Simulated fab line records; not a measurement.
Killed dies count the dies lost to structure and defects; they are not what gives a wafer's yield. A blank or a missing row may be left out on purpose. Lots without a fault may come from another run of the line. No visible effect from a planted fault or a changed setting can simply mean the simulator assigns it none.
What tool caused it? || flow n5 finfet || 12 lots, 36 wafers sampled, at 6 steps of a route of 1938

## WHAT THE GAUGES SHOWED, per wafer
N5_BEOL_M11_THK_MEAS_53: measures by xrf.
{"lot": "L075", "measured": "day 10 18:13", "on": "film metro-02", "M11_THK (nm)": "143 141 142"}
{"lot": "L078", "measured": "day 11 07:44", "on": "film metro-01", "M11_THK (nm)": "137 141 130"}
{"lot": "L080", "measured": "day 12 02:49", "on": "film metro-01", "M11_THK (nm)": "139 142 138"}
{"lot": "L081", "measured": "day 12 16:16", "on": "film metro-01", "M11_THK (nm)": "133 137 139"}
{"lot": "L084", "measured": "day 13 13:13", "on": "film metro-01", "M11_THK (nm)": "136 140 135"}
{"lot": "L085", "measured": "day 13 21:35", "on": "film metro-02", "M11_THK (nm)": "139 139 136"}
{"lot": "L089", "measured": "day 14 07:48", "on": "film metro-01", "M11_THK (nm)": "134 135 137"}
{"lot": "L090", "measured": "day 14 16:46", "on": "film metro-01", "M11_THK (nm)": "129 136 138"}
{"lot": "L092", "measured": "day 15 06:59", "on": "film metro-01", "M11_THK (nm)": "140 138 140"}
{"lot": "L094", "measured": "day 16 11:40", "on": "film metro-02", "M11_THK (nm)": "135 136 139"}
{"lot": "L095", "measured": "day 16 20:02", "on": "film metro-02", "M11_THK (nm)": "133 137 134"}
{"lot": "L096", "measured": "day 18 04:14", "on": "film metro-01", "M11_THK (nm)": "143 139 137"}

## EACH LOT AND THE TOOL THAT RAN IT (in order: tool; ch and the chambers of the sampled wafers; start)
{"lot": "L075", "N5_BEOL_M10_STRIP_77": "rie diel-06 ch 1,2,3, day 10 08:00 or earlier", "N5_BEOL_M10_SPUTTER_48": "pvd sputter-03, day 10 08:00", "N5_BEOL_M10_DEP_56": "pecvd-04 ch 0,2, day 10 08:54", "N5_BEOL_M11_STRIP_67": "rie diel-05 ch 0,2,3, day 10 11:24", "N5_BEOL_M11_DEGAS_44": "pvd sputter-03, day 10 16:17"}
{"lot": "L078", "N5_BEOL_M10_STRIP_77": "rie diel-03 ch 0,1,2, day 10 20:33 or earlier", "N5_BEOL_M10_SPUTTER_48": "pvd sputter-02, day 10 20:33", "N5_BEOL_M10_DEP_56": "pecvd-03 ch 1,2, day 10 21:32", "N5_BEOL_M11_STRIP_67": "rie diel-02 ch 0,1,2, day 11 01:01", "N5_BEOL_M11_DEGAS_44": "pvd sputter-01, day 11 04:50"}
{"lot": "L080", "N5_BEOL_M10_STRIP_77": "rie diel-03 ch 0,1,3, day 11 09:06 or earlier", "N5_BEOL_M10_SPUTTER_48": "pvd sputter-03, day 11 09:06", "N5_BEOL_M10_DEP_56": "pecvd-01 ch 0,2, day 11 10:08", "N5_BEOL_M11_STRIP_67": "rie diel-02 ch 0,2,3, day 11 12:28", "N5_BEOL_M11_DEGAS_44": "pvd sputter-03, day 12 00:57"}
{"lot": "L081", "N5_BEOL_M10_STRIP_77": "rie diel-01 ch 0,2,3, day 12 06:22 or earlier", "N5_BEOL_M10_SPUTTER_48": "pvd sputter-03, day 12 06:22", "N5_BEOL_M10_DEP_56": "pecvd-01 ch 0,1,2, day 12 07:27", "N5_BEOL_M11_STRIP_67": "rie diel-02 ch 0,2,3, day 12 11:20", "N5_BEOL_M11_DEGAS_44": "pvd sputter-01, day 12 14:44"}
{"lot": "L084", "N5_BEOL_M10_STRIP_77": "rie diel-06 ch 0,3, day 13 06:27 or earlier", "N5_BEOL_M10_SPUTTER_48": "pvd sputter-01, day 13 06:27", "N5_BEOL_M10_DEP_56": "pecvd-01 ch 0,1, day 13 07:46", "N5_BEOL_M11_STRIP_67": "rie diel-02 ch 0,1, day 13 09:34", "N5_BEOL_M11_DEGAS_44": "pvd sputter-03, day 13 11:32"}
{"lot": "L085", "N5_BEOL_M10_STRIP_77": "rie diel-03 ch 0,2, day 13 12:00 or earlier", "N5_BEOL_M10_SPUTTER_48": "pvd sputter-02, day 13 12:00", "N5_BEOL_M10_DEP_56": "pecvd-01 ch 0,2, day 13 13:01", "N5_BEOL_M11_STRIP_67": "rie diel-04 ch 1,2,3, day 13 15:40", "N5_BEOL_M11_DEGAS_44": "pvd sputter-01, day 13 19:53"}
{"lot": "L089", "N5_BEOL_M10_STRIP_77": "rie diel-06 ch 0,1, day 13 23:06 or earlier", "N5_BEOL_M10_SPUTTER_48": "pvd sputter-01, day 13 23:06", "N5_BEOL_M10_DEP_56": "pecvd-04 ch 0,1, day 14 00:26", "N5_BEOL_M11_STRIP_67": "rie diel-04 ch 1,2,3, day 14 02:49", "N5_BEOL_M11_DEGAS_44": "pvd sputter-03, day 14 05:28"}
{"lot": "L090", "N5_BEOL_M10_STRIP_77": "rie diel-06 ch 1,2, day 14 04:31 or earlier", "N5_BEOL_M10_SPUTTER_48": "pvd sputter-03, day 14 04:31", "N5_BEOL_M10_DEP_56": "pecvd-01 ch 0,1,2, day 14 05:40", "N5_BEOL_M11_STRIP_67": "rie diel-02 ch 0,1,3, day 14 08:16", "N5_BEOL_M11_DEGAS_44": "pvd sputter-03, day 14 13:29"}
{"lot": "L092", "N5_BEOL_M10_STRIP_77": "rie diel-01 ch 2,3, day 14 21:38 or earlier", "N5_BEOL_M10_SPUTTER_48": "pvd sputter-02, day 14 21:38", "N5_BEOL_M10_DEP_56": "pecvd-01 ch 0,1, day 14 22:32", "N5_BEOL_M11_STRIP_67": "rie diel-04 ch 1,2, day 15 02:44", "N5_BEOL_M11_DEGAS_44": "pvd sputter-02, day 15 05:14"}
{"lot": "L094", "N5_BEOL_M10_STRIP_77": "rie diel-03 ch 0,2,3, day 16 03:20 or earlier", "N5_BEOL_M10_SPUTTER_48": "pvd sputter-01, day 16 03:20", "N5_BEOL_M10_DEP_56": "pecvd-03 ch 1,2, day 16 04:15", "N5_BEOL_M11_STRIP_67": "rie diel-02 ch 1,2, day 16 07:21", "N5_BEOL_M11_DEGAS_44": "pvd sputter-02, day 16 10:13"}
{"lot": "L095", "N5_BEOL_M10_STRIP_77": "rie diel-06 ch 0,2,3, day 16 09:20 or earlier", "N5_BEOL_M10_SPUTTER_48": "pvd sputter-02, day 16 09:20", "N5_BEOL_M10_DEP_56": "pecvd-04 ch 1, day 16 10:23", "N5_BEOL_M11_STRIP_67": "rie diel-05 ch 0,1, day 16 14:21", "N5_BEOL_M11_DEGAS_44": "pvd sputter-01, day 16 17:49"}
{"lot": "L096", "N5_BEOL_M10_STRIP_77": "rie diel-01 ch 0,2,3, day 17 18:53 or earlier", "N5_BEOL_M10_SPUTTER_48": "pvd sputter-01, day 17 18:53", "N5_BEOL_M10_DEP_56": "pecvd-04 ch 1,2, day 17 20:19", "N5_BEOL_M11_STRIP_67": "rie diel-02 ch 0,2,3, day 17 22:54", "N5_BEOL_M11_DEGAS_44": "pvd sputter-03, day 18 01:43"}
- N5_BEOL_M10_STRIP_77: strips in N2/H2, time 10 s.
- N5_BEOL_M10_SPUTTER_48: material Cu, target thk 12 nm, time 2 s.
- N5_BEOL_M10_DEP_56: deposits SiCN from 3MS/NH3, target thk 15 nm, time 26.5 s.
- N5_BEOL_M11_STRIP_67: strips in CF4.
- N5_BEOL_M11_DEGAS_44: time 60 s.

## THE ANSWER, worked out from the rows above alone
Rule: what is usual is taken from the lots themselves. Put in order of their means at a reading, lots are off if they are a third of the lots or fewer, leave a main group of 4 or more, and stand apart from it by a gap of 3 or more times the standard deviation of the main group's means; of several such gaps the widest counts. If all means in a main group match to the digits the tables above print for the reading, that group is not used. Also off: a lot with no number at a reading for which 4 or more lots have one. All remaining lots with rows at the step are treated as sound.
Nothing can be told from this: no lot is off at any reading shown.

## WHAT WAS PUT IN BY THE SIMULATOR
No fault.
